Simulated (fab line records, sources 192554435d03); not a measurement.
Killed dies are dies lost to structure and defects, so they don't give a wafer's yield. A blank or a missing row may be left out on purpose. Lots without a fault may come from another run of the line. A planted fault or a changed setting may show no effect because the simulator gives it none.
fab line records | flow n5_finfet
record lots=24 wafers=72 last_day=17
route steps=1938 shown BEOL_M3@1007 BEOL_M4@1039
lots that met no fault: from a run of the same line without faults
start_h: hours from the record's first day to the start of the lot's first wafer shown | wait_h: hours since the lot's step before | " the same as in the row above | L1.1+2: a row that stands for several wafers | - no value, or no start given | * or withheld: withheld | < > ~ a bound
route shown NAME@n: a module of which the file shows steps, and the number in the route of the first | usual: mean/standard deviation of fault-free wafers | same: alike in all rows | chamber/n: place in a boat | sites: the reading at each site | _std_site: their standard deviation | _edge_site: outer sites' mean less inner sites' | radius_mm: how far each site lies from the wafer's centre | mask NAME#n: copy n | behind: the tool/chamber that last shaped the wafer | hold: why the lot was held/for how many hours/how that ended | device: the transistor (n, p or np) that didn't switch | end of line: the same wafers' tests at the end of the route | a step without rows: its recipe alone | killed: dies lost to structure and defects at the first sort, not the wafer's yield | map: a wafer's dies, x killed, . not, _ none there
set.NAME: the setting as run; set.NAME@STEP: as run at that earlier step | model.NAME: the simulator's own value behind a step, which no gauge read
steps of the route over a sample of lots; a table a step, a row a wafer
services: from which hour (start_h, from the record's first day; less than 0 if before it) a tool's chamber was out of use, for how many hours, and why
## steps
# step N5_BEOL_M3_ANNEAL_93
# recipe temp_c=400 time_s=240 ambient=vacuum
# usual heater_power_w=816/61
# columns lot.wafer tool chamber start_h wait_h heater_power_w
L074.1 pvd_sputter-03 - 144.59 0.0 713
L074.3 " - " " 814
L074.5 " - " " 862
L075.3 pvd_sputter-01 - 160.86 0.0 788
L075.5 " - " " 785
L075.6 " - " " 801
L077.1 pvd_sputter-02 - 164.91 0.0 820
L077.4 " - " " 869
L077.6 " - " " 851
L076.1 pvd_sputter-01 - 174.20 0.0 802
L076.4 " - " " 643
L076.5 " - " " 808
L078.1 pvd_sputter-03 - 175.82 0.0 844
L078.2 " - " " 692
L078.3 " - " " 778
L079.2 pvd_sputter-01 - 176.76 0.0 788
L079.3 " - " " 658
L079.5 " - " " 796
L080.1 pvd_sputter-03 - 179.08 0.0 691
L080.2 " - " " 859
L080.6 " - " " 878
L081.2 pvd_sputter-01 - 216.85 0.0 800
L081.4 " - " " 865
L081.5 " - " " 793
L084.1 pvd_sputter-02 - 217.71 0.0 858
L084.3 " - " " 870
L084.5 " - " " 848
L083.1 pvd_sputter-02 - 221.06 0.0 819
L083.3 " - " " 855
L083.5 " - " " 807
L082.3 pvd_sputter-03 - 222.17 0.0 700
L082.4 " - " " 845
L082.5 " - " " 849
L085.2 pvd_sputter-01 - 223.66 0.0 798
L085.4 " - " " 805
L085.5 " - " " 789
L086.2 pvd_sputter-03 - 228.82 0.0 810
L086.4 " - " " 872
L086.6 " - " " 863
L087.2 pvd_sputter-01 - 235.64 0.0 881
L087.3 " - " " 785
L087.4 " - " " 791
L088.3 pvd_sputter-01 - 239.67 0.0 809
L088.4 " - " " 878
L088.5 " - " " 781
L089.1 pvd_sputter-02 - 249.39 0.0 857
L089.3 " - " " 865
L089.4 " - " " 811
L090.1 pvd_sputter-02 - 257.86 0.0 873
L090.2 " - " " 816
L090.3 " - " " 845
L092.1 pvd_sputter-03 - 269.46 0.0 874
L092.4 " - " " 866
L092.5 " - " " 790
L091.1 pvd_sputter-03 - 272.58 0.0 814
L091.2 " - " " 723
L091.5 " - " " 723
L093.1 pvd_sputter-01 - 272.74 0.0 668
L093.2 " - " " 872
L093.5 " - " " 878
L094.2 pvd_sputter-02 - 275.74 0.0 835
L094.3 " - " " 868
L094.5 " - " " 860
L095.2 pvd_sputter-02 - 286.63 0.0 845
L095.4 " - " " 846
L095.6 " - " " 846
L096.1 pvd_sputter-02 - 288.47 0.0 811
L096.2 " - " " 832
L096.6 " - " " 861
L097.1 pvd_sputter-03 - 292.50 0.0 807
L097.2 " - " " 876
L097.4 " - " " 738
# step N5_BEOL_M4_ETCH_63
# recipe chemistry=CF4 target=SiARC target_depth_a=156 mask_material=CAR-EUV time_s=26 ion_energy_ev=80 pressure_mtorr=40 source_w=545 bias_w=36 Ar_flow_sccm=100 cf4_flow_sccm=100 ends=cleared
# usual bias_w=36.01/0.1 drypump_motor_current_A=5.8/0.43 etch_rf_on_time_s=26.0/0.34 oes_product_au=0.67/0.079 rf_vpp_V=184.2/1 showerhead_plenum_p_Torr=2.15/0.053 throttle_valve_pct=15.66/0.23
# columns lot.wafer tool chamber start_h wait_h bias_w drypump_motor_current_A etch_rf_on_time_s oes_product_au rf_hours_counter_h rf_vpp_V showerhead_plenum_p_Torr throttle_valve_pct
L074.1 rie_diel-03 0 147.16 0.0 35.95 5.5 25.9 0.59 217 184.5 2.20 15.63
L074.3 " 1 " " 36.08 6.0 25.9 0.59 239 183.6 2.11 15.97
L074.5 " 3 " " 35.83 6.1 26.0 0.60 - 184.7 2.11 15.73
L075.3 rie_diel-01 3 163.61 0.0 35.98 6.1 25.5 0.74 48 185.3 2.18 15.65
L075.5 " 2 " " 36.02 5.9 25.9 0.65 - 183.9 2.15 15.48
L075.6 " 3 " " 35.81 6.1 25.8 0.74 - 184.4 2.18 15.63
L077.1 rie_diel-04 0 168.13 0.0 35.97 5.4 26.7 0.59 222 184.3 2.12 15.62
L077.4 " 2 " " 35.99 5.2 26.0 0.63 185 182.1 2.13 15.89
L077.6 " 3 " " 36.16 6.0 26.4 0.59 - 183.2 2.11 15.77
L076.1 rie_diel-04 2 177.20 0.0 35.94 5.1 25.7 0.62 189 183.4 2.13 15.89
L076.4 " 1 " " 35.97 5.7 25.8 0.66 - 185.3 2.23 15.86
L076.5 " 2 " " 36.16 5.1 26.0 0.62 - 184.5 2.13 15.89
L078.1 rie_diel-04 1 178.79 0.0 36.17 5.7 26.0 0.66 139 183.0 2.23 15.85
L078.2 " 0 " " 35.92 5.4 26.2 0.60 227 184.8 2.11 15.64
L078.3 " 2 " " 36.03 5.1 26.0 0.62 190 184.0 2.13 15.90
L079.2 rie_diel-01 2 180.09 0.0 35.85 5.9 26.2 0.64 147 183.8 2.15 15.49
L079.3 " 1 " " 35.98 6.7 25.9 0.62 200 184.2 2.13 15.88
L079.5 " 3 " " 36.14 6.1 25.6 0.73 - 184.7 2.17 15.65
L080.1 rie_diel-01 2 181.44 0.0 36.16 5.9 26.0 0.64 147 184.2 2.15 15.51
L080.2 " 1 " " 36.06 6.6 25.6 0.62 200 184.1 2.13 15.89
L080.6 " 3 " " 35.95 6.1 25.6 0.73 - 184.0 2.17 15.62
L081.2 rie_diel-01 0 219.40 0.0 36.14 6.4 25.8 0.74 46 186.4 2.27 15.68
L081.4 " 2 " " 35.92 5.9 26.3 0.63 161 184.7 2.14 15.52
L081.5 " 3 " " 36.02 6.1 25.8 0.71 - 184.4 2.17 15.70
L084.1 rie_diel-01 3 221.72 0.0 35.85 6.1 25.8 0.72 70 184.8 2.17 15.70
L084.3 " 0 " " 35.91 6.5 26.2 0.73 46 185.8 2.26 15.67
L084.5 " 0 " " 36.02 6.4 26.2 0.73 - 184.7 2.26 15.67
L083.1 rie_diel-03 2 225.00 0.0 35.97 5.8 26.8 0.59 201 184.7 2.12 15.83
L083.3 " 1 " " 36.08 6.0 25.8 0.80 8 183.5 2.11 15.51
L083.5 " 1 " " 36.07 6.0 25.9 0.81 - 183.7 2.11 15.50
L082.3 rie_diel-04 3 225.03 0.0 35.89 6.0 25.3 0.79 15 183.1 2.11 15.31
L082.4 " 0 " " 36.01 5.4 26.5 0.58 243 182.8 2.11 15.67
L082.5 " 3 " " 36.07 6.1 25.5 0.79 - 184.2 2.11 15.32
L085.2 rie_diel-04 1 225.91 0.0 36.10 5.7 25.9 0.65 157 184.7 2.22 15.87
L085.4 " 0 " " 35.97 5.4 26.1 0.59 244 183.8 2.11 15.68
L085.5 " 3 " " 35.99 6.1 25.5 0.78 - 184.1 2.11 15.30
L086.2 rie_diel-01 3 233.04 0.0 36.14 6.1 25.8 0.70 73 184.9 2.17 15.69
L086.4 " 3 " " 36.06 6.1 25.8 0.71 - 183.7 2.17 15.68
L086.6 " 0 " " 36.04 6.5 26.2 0.73 - 186.3 2.26 15.70
L087.2 rie_diel-03 2 238.19 0.0 35.98 5.8 26.8 0.59 206 184.0 2.12 15.82
L087.3 " 1 " " 35.88 6.0 26.0 0.79 13 182.8 2.11 15.53
L087.4 " 3 " " 36.08 6.1 25.8 0.85 1 184.2 2.10 15.30
L088.3 rie_diel-04 3 242.38 0.0 36.15 6.0 25.9 0.78 21 183.8 2.10 15.33
L088.4 " 2 " " 36.03 5.1 26.0 0.61 214 183.6 2.12 15.94
L088.5 " 3 " " 36.23 6.1 25.7 0.77 - 182.2 2.10 15.33
L089.1 rie_diel-01 1 252.82 0.0 35.88 6.6 25.8 0.61 220 183.9 2.12 15.95
L089.3 " 0 " " 35.91 6.5 25.8 0.71 59 185.2 2.26 15.71
L089.4 " 3 " " 36.01 6.1 25.7 0.70 82 184.6 2.17 15.72
L090.1 rie_diel-04 2 260.11 0.0 36.05 5.2 26.1 0.60 222 183.3 2.12 15.96
L090.2 " 3 " " 35.92 6.0 25.9 0.76 29 184.3 2.10 15.33
L090.3 " 1 " " 35.86 5.7 26.2 0.64 171 184.6 2.22 15.92
L092.1 rie_diel-04 3 273.82 0.0 35.84 6.0 25.7 0.75 35 182.6 2.10 15.36
L092.4 " 0 " " 35.88 5.4 26.0 0.82 4 182.6 2.11 15.20
L092.5 " 0 " " 35.90 5.4 26.1 0.81 - 184.0 2.11 15.22
L091.1 rie_diel-03 0 275.06 0.0 35.91 5.5 25.9 0.84 7 185.5 2.19 15.20
L091.2 " 3 " " 35.96 6.1 25.6 0.81 15 184.4 2.10 15.32
L091.5 " 2 " " 35.97 5.8 27.1 0.57 - 183.5 2.11 15.86
L093.1 rie_diel-01 1 275.28 0.0 36.20 6.6 25.8 0.60 228 183.6 2.12 15.94
L093.2 " 3 " " 36.18 6.1 26.0 0.69 89 184.7 2.16 15.72
L093.5 " 0 " " 35.92 6.4 26.4 0.70 - 185.4 2.26 15.72
L094.2 rie_diel-04 3 278.17 0.0 36.14 6.1 25.7 0.75 36 184.2 2.10 15.34
L094.3 " 0 " " 35.92 5.4 26.3 0.81 5 184.5 2.11 15.20
L094.5 " 3 " " 36.05 6.0 25.8 0.74 - 184.0 2.10 15.34
L095.2 rie_diel-04 3 289.90 0.0 36.10 6.0 25.8 0.74 39 183.7 2.10 15.36
L095.4 " 2 " " 36.11 5.2 26.0 0.59 232 183.0 2.12 15.99
L095.6 " 3 " " 36.13 6.0 25.6 0.75 - 184.2 2.10 15.36
L096.1 rie_diel-04 0 290.81 0.0 35.81 5.4 26.3 0.79 9 182.1 2.10 15.23
L096.2 " 3 " " 35.92 6.1 25.7 0.74 40 184.3 2.10 15.36
L096.6 " 3 " " 36.09 6.1 25.5 0.76 - 183.2 2.10 15.37
L097.1 rie_diel-04 0 295.34 0.0 36.11 5.4 26.5 0.79 10 183.1 2.10 15.20
L097.2 " 1 " " 36.08 5.7 26.4 0.62 183 184.4 2.21 15.93
L097.4 " 3 " " 36.07 6.1 25.9 0.74 41 183.3 2.10 15.35
# step N5_BEOL_M4_ETCHBACK_99
# recipe chemistry=CHF3 target=SiO2 target_depth_a=50 time_s=10.4 source_w=215 bias_w=47 Ar_flow_sccm=200 CHF3_flow_sccm=12 ion_energy_ev=100 pressure_mtorr=30
# usual CHF3_flow_sccm=11.995/0.03 bias_w=46.98/0.15 drypump_motor_current_A=6.0/0.4 oes_product_au=0.79/0.095 rf_vpp_V=240.9/2.9 showerhead_plenum_p_Torr=2.17/0.057 throttle_valve_pct=17.12/0.21
# columns lot.wafer tool chamber start_h wait_h CHF3_flow_sccm bias_w drypump_motor_current_A oes_product_au rf_hours_counter_h rf_vpp_V showerhead_plenum_p_Torr throttle_valve_pct
L074.1 rie_diel-01 3 153.37 5.0 12.013 47.01 6.1 0.87 45 240.4 2.19 17.13
L074.3 " 1 " " 11.965 47.04 6.6 0.74 190 239.1 2.14 17.32
L074.5 " 0 " " 11.948 47.14 6.5 0.91 - 246.0 2.29 17.11
L075.3 rie_diel-01 0 167.29 2.6 11.974 47.20 6.4 0.89 26 246.2 2.29 17.12
L075.5 " 1 " " 11.975 47.28 6.6 0.72 - 241.2 2.14 17.35
L075.6 " 2 " " 12.005 46.69 5.9 0.75 - 242.7 2.16 16.94
L077.1 rie_diel-03 3 170.13 0.1 11.992 47.10 6.2 0.70 231 243.6 2.11 17.14
L077.4 " 2 " " 12.023 46.96 5.8 0.70 178 239.2 2.13 17.21
L077.6 " 1 " " 11.974 47.17 6.0 0.68 - 242.0 2.12 17.41
L078.1 rie_diel-01 0 184.68 4.4 11.953 47.31 6.4 0.88 32 245.0 2.29 17.14
L078.2 " 1 " " 11.964 46.95 6.6 0.73 201 239.9 2.13 17.36
L078.3 " 2 " " 11.994 46.97 5.9 0.75 148 242.0 2.16 16.98
L076.1 rie_diel-03 0 190.51 12.0 12.028 47.13 5.5 0.69 230 235.6 2.21 17.09
L076.4 " 0 " " 11.992 47.23 5.5 0.68 - 238.5 2.21 17.11
L076.5 " 3 " " 12.021 46.92 6.1 0.69 - 242.3 2.11 17.17
L080.1 rie_diel-01 1 198.93 16.4 11.959 47.00 6.6 0.72 207 239.4 2.13 17.36
L080.2 " 3 " " 12.024 47.08 6.1 0.83 61 239.3 2.18 17.14
L080.6 " 2 " " 11.977 46.85 5.9 0.74 - 241.7 2.16 16.97
L079.2 rie_diel-04 3 199.17 17.3 12.061 47.18 6.1 0.96 5 236.3 2.11 16.74
L079.3 " 0 " " 12.011 46.90 5.4 0.69 234 242.3 2.12 17.11
L079.5 " 0 " " 12.046 47.02 5.4 0.68 - 242.3 2.12 17.10
L081.2 rie_diel-01 3 220.62 0.1 11.991 46.82 6.1 0.83 69 240.5 2.18 17.16
L081.4 " 2 " " 11.932 46.94 5.9 0.74 161 240.9 2.16 16.99
L081.5 " 3 " " 11.993 46.58 6.1 0.83 - 240.5 2.18 17.14
L084.1 rie_diel-04 3 226.37 0.1 12.027 47.01 6.0 0.92 15 235.6 2.11 16.77
L084.3 " 2 " " 12.002 47.18 5.1 0.71 207 235.3 2.14 17.40
L084.5 " 1 " " 12.019 46.93 5.7 0.76 - 241.9 2.23 17.31
L083.1 rie_diel-04 0 226.74 0.1 12.019 46.95 5.4 0.68 244 242.2 2.12 17.11
L083.3 " 3 " " 11.959 46.88 6.0 0.92 15 236.5 2.11 16.76
L083.5 " 2 " " 11.972 47.17 5.1 0.72 - 234.8 2.14 17.43
L085.2 rie_diel-01 3 228.94 1.5 11.991 46.96 6.1 0.83 71 240.6 2.18 17.14
L085.4 " 2 " " 11.977 46.77 5.9 0.73 - 242.3 2.16 17.00
L085.5 " 0 " " 12.013 47.07 6.5 0.86 - 245.0 2.28 17.14
L082.3 rie_diel-03 1 229.02 2.4 11.975 46.94 6.0 0.93 11 243.0 2.11 16.98
L082.4 " 0 " " 11.975 46.97 5.5 0.67 - 237.2 2.21 17.12
L082.5 " 2 " " 11.978 46.69 5.8 0.68 - 239.3 2.12 17.25
L086.2 rie_diel-01 0 241.82 7.7 11.963 46.92 6.5 0.85 54 245.1 2.28 17.16
L086.4 " 3 " " 12.027 47.00 6.1 0.82 - 239.1 2.18 17.17
L086.6 " 0 " " 12.010 47.13 6.4 0.84 - 244.7 2.28 17.17
L088.3 rie_diel-03 2 249.54 6.1 11.995 46.78 5.8 0.68 209 241.9 2.12 17.28
L088.4 " 2 " " 11.997 46.66 5.8 0.69 - 240.9 2.12 17.26
L088.5 " 3 " " 11.979 47.13 6.1 0.98 - 244.6 2.10 16.73
L087.2 rie_diel-04 3 249.56 10.2 12.026 47.05 6.0 0.90 24 237.1 2.11 16.78
L087.3 " 2 " " 12.030 46.94 5.1 0.71 216 235.6 2.14 17.45
L087.4 " 2 " " 11.994 47.06 5.2 0.71 - 236.0 2.14 17.42
L089.1 rie_diel-04 3 255.13 1.2 11.988 47.03 6.0 0.89 27 237.5 2.11 16.79
L089.3 " 1 " " 11.980 46.86 5.7 0.75 169 241.9 2.23 17.34
L089.4 " 1 " " 11.979 46.87 5.7 0.74 - 241.6 2.23 17.33
L090.1 rie_diel-03 2 264.56 3.2 11.986 47.43 5.8 0.68 215 240.4 2.12 17.26
L090.2 " 0 " " 12.040 47.05 5.5 0.99 2 236.6 2.20 16.67
L090.3 " 3 " " 11.988 46.90 6.1 0.96 11 242.9 2.10 16.75
L092.1 rie_diel-01 3 276.53 0.9 12.013 47.13 6.1 0.81 89 239.1 2.17 17.19
L092.4 " 1 " " 12.016 47.00 6.6 0.71 228 240.8 2.12 17.39
L092.5 " 2 " " 12.031 46.92 5.9 0.72 - 242.3 2.15 17.04
L091.1 rie_diel-01 2 276.93 0.2 12.006 46.90 5.9 0.72 182 241.6 2.15 17.05
L091.2 " 3 " " 11.939 47.14 6.1 0.80 90 238.6 2.17 17.19
L091.5 " 0 " " 11.941 46.80 6.5 0.83 - 245.0 2.27 17.20
L093.1 rie_diel-04 1 281.37 4.6 12.032 46.88 5.7 0.73 178 242.4 2.22 17.35
L093.2 " 3 " " 12.030 46.87 6.0 0.87 37 236.1 2.10 16.80
L093.5 " 1 " " 12.018 46.88 5.7 0.73 - 242.4 2.22 17.34
L094.2 rie_diel-01 0 281.39 1.8 11.971 46.93 6.5 0.83 68 246.4 2.27 17.19
L094.3 " 1 " " 12.021 46.91 6.6 0.70 229 239.6 2.12 17.40
L094.5 " 1 " " 12.005 47.04 6.6 0.71 - 239.4 2.12 17.40
L095.2 rie_diel-01 1 293.47 2.5 11.989 47.14 6.6 0.70 233 240.0 2.12 17.39
L095.4 " 3 " " 12.001 47.27 6.1 0.80 96 239.5 2.17 17.21
L095.6 " 0 " " 12.054 47.08 6.5 0.82 - 247.4 2.27 17.20
L096.1 rie_diel-03 1 298.20 6.3 11.954 46.81 6.0 0.89 25 241.7 2.11 17.00
L096.2 " 2 " " 11.975 47.01 5.8 0.66 228 240.1 2.12 17.29
L096.6 " 3 " " 12.043 47.05 6.1 0.93 - 244.5 2.10 16.78
L097.1 rie_diel-03 0 301.57 5.1 11.959 47.06 5.5 0.94 16 237.3 2.20 16.70
L097.2 " 3 " " 12.033 46.80 6.1 0.92 25 242.9 2.10 16.79
L097.4 " 2 " " 11.952 47.00 5.8 0.66 229 240.8 2.11 17.30
# step N5_BEOL_M4_SPUTTER_79
# recipe material=Cu target_thk_a=45 temp_c=-20 chamber_pressure_pa=0.07 power_w=withheld time_s=8.29
# usual chuck_sensor_temp_C=-16.3/0.49 throttle_valve_pct=29.6/0.98
# columns lot.wafer tool chamber start_h wait_h chuck_sensor_temp_C throttle_valve_pct
L074.1 pvd_sputter-02 - 155.13 0.1 -16.1 29.0
L074.3 " - " " -16.6 29.9
L074.5 " - " " -16.5 30.3
L075.3 pvd_sputter-02 - 168.96 0.1 -17.3 30.5
L075.5 " - " " -16.1 28.8
L075.6 " - " " -16.6 30.1
L077.1 pvd_sputter-02 - 171.92 0.1 -16.2 29.1
L077.4 " - " " -16.7 30.0
L077.6 " - " " -16.3 28.8
L078.1 pvd_sputter-02 - 186.35 0.1 -16.2 28.9
L078.2 " - " " -17.4 30.5
L078.3 " - " " -16.7 30.0
L076.1 pvd_sputter-03 - 192.11 0.1 -17.0 29.7
L076.4 " - " " -16.1 28.0
L076.5 " - " " -15.4 31.2
L080.1 pvd_sputter-02 - 201.00 0.1 -16.3 28.8
L080.2 " - " " -16.0 28.6
L080.6 " - " " -16.5 30.0
L079.2 pvd_sputter-02 - 202.84 0.1 -16.1 28.3
L079.3 " - " " -16.5 30.1
L079.5 " - " " -16.8 30.0
L081.2 pvd_sputter-02 - 222.60 0.1 -17.4 30.4
L081.4 " - " " -15.8 28.6
L081.5 " - " " -17.3 30.2
L084.1 pvd_sputter-02 - 227.87 0.1 -16.3 29.1
L084.3 " - " " -16.4 30.0
L084.5 " - " " -16.7 30.2
L083.1 pvd_sputter-01 - 229.60 0.1 -16.5 31.1
L083.3 " - " " -15.8 28.7
L083.5 " - " " -16.0 28.6
L085.2 pvd_sputter-02 - 230.57 0.1 -16.7 30.0
L085.4 " - " " -16.1 29.0
L085.5 " - " " -16.0 28.4
L082.3 pvd_sputter-03 - 230.77 0.1 -16.1 29.1
L082.4 " - " " -16.2 27.9
L082.5 " - " " -16.8 29.9
L086.2 pvd_sputter-02 - 245.11 0.1 -16.3 28.9
L086.4 " - " " -16.1 28.4
L086.6 " - " " -15.9 28.2
L088.3 pvd_sputter-03 - 251.10 0.1 -16.4 28.0
L088.4 " - " " -17.0 29.7
L088.5 " - " " -16.2 29.1
L087.2 pvd_sputter-01 - 251.17 0.1 -16.3 30.7
L087.3 " - " " -16.0 30.3
L087.4 " - " " -15.9 28.5
L089.1 pvd_sputter-01 - 257.28 0.1 -16.3 30.9
L089.3 " - " " -16.0 30.7
L089.4 " - " " -15.9 28.5
L090.1 pvd_sputter-03 - 266.36 0.1 -15.5 31.0
L090.2 " - " " -16.1 28.1
L090.3 " - " " -16.8 29.8
L092.1 pvd_sputter-03 - 278.27 0.1 -16.2 28.1
L092.4 " - " " -16.9 30.1
L092.5 " - " " -16.5 29.1
L091.1 pvd_sputter-03 - 280.11 0.1 -15.3 31.0
L091.2 " - " " -16.8 29.8
L091.5 " - " " -15.5 31.3
L094.2 pvd_sputter-02 - 283.53 0.1 -16.7 30.1
L094.3 " - " " -17.4 30.3
L094.5 " - " " -16.2 28.9
L093.1 pvd_sputter-01 - 283.66 0.1 -16.0 29.8
L093.2 " - " " -15.9 28.6
L093.5 " - " " -16.1 31.0
L095.2 pvd_sputter-01 - 297.20 0.1 -16.0 29.9
L095.4 " - " " -16.1 30.7
L095.6 " - " " -15.9 29.8
L096.1 pvd_sputter-03 - 300.15 0.1 -15.4 31.5
L096.2 " - " " -17.0 29.9
L096.6 " - " " -16.5 29.0
L097.1 pvd_sputter-02 - 303.89 0.1 -16.0 28.3
L097.2 " - " " -16.4 28.9
L097.4 " - " " -16.8 30.0
# step N5_BEOL_M4_SPUTTER_96
# recipe material=Cu target_thk_a=45 temp_c=-20 chamber_pressure_pa=0.07 power_w=withheld time_s=8.29
# usual chuck_sensor_temp_C=-16.3/0.49 throttle_valve_pct=29.6/0.98
# columns lot.wafer tool chamber start_h wait_h chuck_sensor_temp_C throttle_valve_pct
L074.1 pvd_sputter-02 - 156.67 0.1 -16.3 29.3
L074.3 " - " " -16.5 30.0
L074.5 " - " " -16.6 29.9
L075.3 pvd_sputter-02 - 170.50 0.1 -17.2 30.3
L075.5 " - " " -16.1 28.4
L075.6 " - " " -16.5 30.2
L077.1 pvd_sputter-02 - 173.46 0.1 -16.3 28.8
L077.4 " - " " -16.6 30.1
L077.6 " - " " -16.1 29.1
L078.1 pvd_sputter-02 - 187.89 0.1 -16.4 28.9
L078.2 " - " " -17.2 30.5
L078.3 " - " " -16.6 30.0
L076.1 pvd_sputter-03 - 193.65 0.1 -16.8 30.1
L076.4 " - " " -16.2 27.6
L076.5 " - " " -15.4 31.3
L080.1 pvd_sputter-02 - 202.54 0.1 -16.3 28.8
L080.2 " - " " -16.0 28.2
L080.6 " - " " -16.6 30.0
L079.2 pvd_sputter-02 - 204.38 0.1 -16.0 28.2
L079.3 " - " " -16.7 30.1
L079.5 " - " " -16.6 29.8
L081.2 pvd_sputter-02 - 224.14 0.1 -17.3 30.3
L081.4 " - " " -15.9 28.5
L081.5 " - " " -17.2 30.3
L084.1 pvd_sputter-02 - 229.41 0.1 -16.3 28.8
L084.3 " - " " -16.5 29.9
L084.5 " - " " -16.8 30.4
L083.1 pvd_sputter-01 - 231.14 0.1 -16.3 30.9
L083.3 " - " " -16.0 29.0
L083.5 " - " " -16.0 28.6
L085.2 pvd_sputter-02 - 232.11 0.1 -16.8 30.0
L085.4 " - " " -16.3 29.1
L085.5 " - " " -16.0 28.6
L082.3 pvd_sputter-03 - 232.31 0.1 -16.2 29.1
L082.4 " - " " -16.3 27.9
L082.5 " - " " -16.5 30.1
L086.2 pvd_sputter-02 - 246.65 0.1 -16.2 28.8
L086.4 " - " " -16.2 28.4
L086.6 " - " " -16.0 28.7
L088.3 pvd_sputter-03 - 252.64 0.1 -16.3 27.4
L088.4 " - " " -16.9 29.8
L088.5 " - " " -16.5 29.2
L087.2 pvd_sputter-01 - 252.71 0.1 -16.3 30.9
L087.3 " - " " -16.0 29.8
L087.4 " - " " -16.0 28.5
L089.1 pvd_sputter-01 - 258.82 0.1 -16.3 30.8
L089.3 " - " " -16.1 31.2
L089.4 " - " " -16.0 28.5
L090.1 pvd_sputter-03 - 267.90 0.1 -15.5 31.2
L090.2 " - " " -16.2 28.4
L090.3 " - " " -16.8 29.7
L092.1 pvd_sputter-03 - 279.81 0.1 -16.3 27.9
L092.4 " - " " -17.1 30.1
L092.5 " - " " -16.3 29.2
L091.1 pvd_sputter-03 - 281.65 0.1 -15.5 31.4
L091.2 " - " " -16.9 29.8
L091.5 " - " " -15.3 31.2
L094.2 pvd_sputter-02 - 285.07 0.1 -16.5 30.2
L094.3 " - " " -17.2 30.5
L094.5 " - " " -16.3 29.1
L093.1 pvd_sputter-01 - 285.20 0.1 -15.9 29.8
L093.2 " - " " -16.0 28.6
L093.5 " - " " -16.3 30.9
L095.2 pvd_sputter-01 - 298.74 0.1 -15.8 30.0
L095.4 " - " " -16.1 30.8
L095.6 " - " " -15.8 29.9
L096.1 pvd_sputter-03 - 301.69 0.1 -15.6 31.5
L096.2 " - " " -16.9 29.9
L096.6 " - " " -16.2 29.2
L097.1 pvd_sputter-02 - 305.43 0.1 -16.2 28.5
L097.2 " - " " -16.4 29.0
L097.4 " - " " -16.5 30.0
# step N5_BEOL_M4_PRE_CLEAN_60
# recipe gas=NH3/H2 time_s=15 temp_c=* rf_power_w=300
# usual heater_power_w=72/18
# columns lot.wafer tool chamber start_h wait_h heater_power_w
L074.1 cvd_co-01 0 157.78 0.0 66
L074.3 " 1 " " 76
L074.5 " 2 " " 45
L075.3 cvd_co-01 2 171.44 0.2 47
L075.5 " 0 " " 67
L075.6 " 1 " " 77
L077.1 cvd_co-02 1 174.30 0.0 52
L077.4 " 2 " " 80
L077.6 " 1 " " 51
L078.1 cvd_co-02 2 188.72 0.0 82
L078.2 " 1 " " 53
L078.3 " 0 " " 96
L076.1 cvd_co-01 1 194.48 0.0 78
L076.4 " 1 " " 77
L076.5 " 2 " " 47
L080.1 cvd_co-01 1 203.36 0.0 76
L080.2 " 2 " " 45
L080.6 " 0 " " 67
L079.2 cvd_co-01 1 205.21 0.0 75
L079.3 " 0 " " 67
L079.5 " 0 " " 67
L081.2 cvd_co-01 0 224.96 0.0 68
L081.4 " 0 " " 66
L081.5 " 1 " " 76
L084.1 cvd_co-01 0 230.25 0.0 69
L084.3 " 1 " " 76
L084.5 " 0 " " 67
L083.1 cvd_co-01 2 231.96 0.0 46
L083.3 " 0 " " 69
L083.5 " 1 " " 76
L085.2 cvd_co-02 1 232.93 0.0 53
L085.4 " 1 " " 52
L085.5 " 2 " " 82
L082.3 cvd_co-02 2 233.43 0.0 83
L082.4 " 0 " " 97
L082.5 " 2 " " 80
L086.2 cvd_co-02 1 247.47 0.0 53
L086.4 " 0 " " 97
L086.6 " 2 " " 83
L088.3 cvd_co-02 0 253.47 0.0 97
L088.4 " 1 " " 52
L088.5 " 0 " " 98
L087.2 cvd_co-02 0 253.76 0.0 99
L087.3 " 1 " " 52
L087.4 " 1 " " 52
L089.1 cvd_co-02 2 259.64 0.0 83
L089.3 " 1 " " 53
L089.4 " 1 " " 51
L090.1 cvd_co-02 0 268.90 0.0 98
L090.2 " 1 " " 53
L090.3 " 2 " " 84
L092.1 cvd_co-02 1 280.69 0.0 52
L092.4 " 0 " " 98
L092.5 " 2 " " 83
L091.1 cvd_co-02 0 282.57 0.1 97
L091.2 " 1 " " 52
L091.5 " 0 " " 95
L094.2 cvd_co-02 0 285.89 0.0 100
L094.3 " 1 " " 52
L094.5 " 1 " " 52
L093.1 cvd_co-02 2 286.18 0.0 81
L093.2 " 1 " " 53
L093.5 " 2 " " 85
L095.2 cvd_co-02 0 299.77 0.1 95
L095.4 " 0 " " 101
L095.6 " 1 " " 54
L096.1 cvd_co-02 2 302.52 0.0 85
L096.2 " 1 " " 53
L096.6 " 1 " " 51
L097.1 cvd_co-01 0 306.90 0.0 66
L097.2 " 2 " " 46
L097.4 " 0 " " 66
## services
# columns tool chamber start_h hours kind
rie_diel-03 2 120.65 6.2 repair
rie_diel-01 1 121.10 5.2 repair
rie_diel-03 0 155.80 6.7 repair
rie_diel-04 3 168.49 - clean
rie_diel-04 3 168.49 - consumable_replace:focus_ring
rie_diel-04 3 168.49 13.4 scheduled_down
rie_diel-04 3 168.49 13.4 vent_cycle
rie_diel-03 1 180.59 - clean
rie_diel-03 1 180.59 - consumable_replace:focus_ring
rie_diel-03 1 180.59 22.5 scheduled_down
rie_diel-03 1 180.59 22.5 vent_cycle
rie_diel-03 3 213.59 - clean
rie_diel-03 3 213.59 - consumable_replace:focus_ring
rie_diel-03 3 213.59 18.4 scheduled_down
cvd_co-01 - 226.69 1.1 repair
rie_diel-01 1 228.63 16.2 repair
rie_diel-03 - 239.55 1.0 repair
rie_diel-04 0 244.31 - clean
rie_diel-04 0 244.31 - consumable_replace:focus_ring
rie_diel-04 0 244.31 18.2 scheduled_down
rie_diel-04 0 244.31 18.2 vent_cycle
rie_diel-03 1 261.09 19.7 repair
cvd_co-02 - 279.31 1.3 repair
cvd_co-01 1 301.21 3.3 repair
## key
fault none
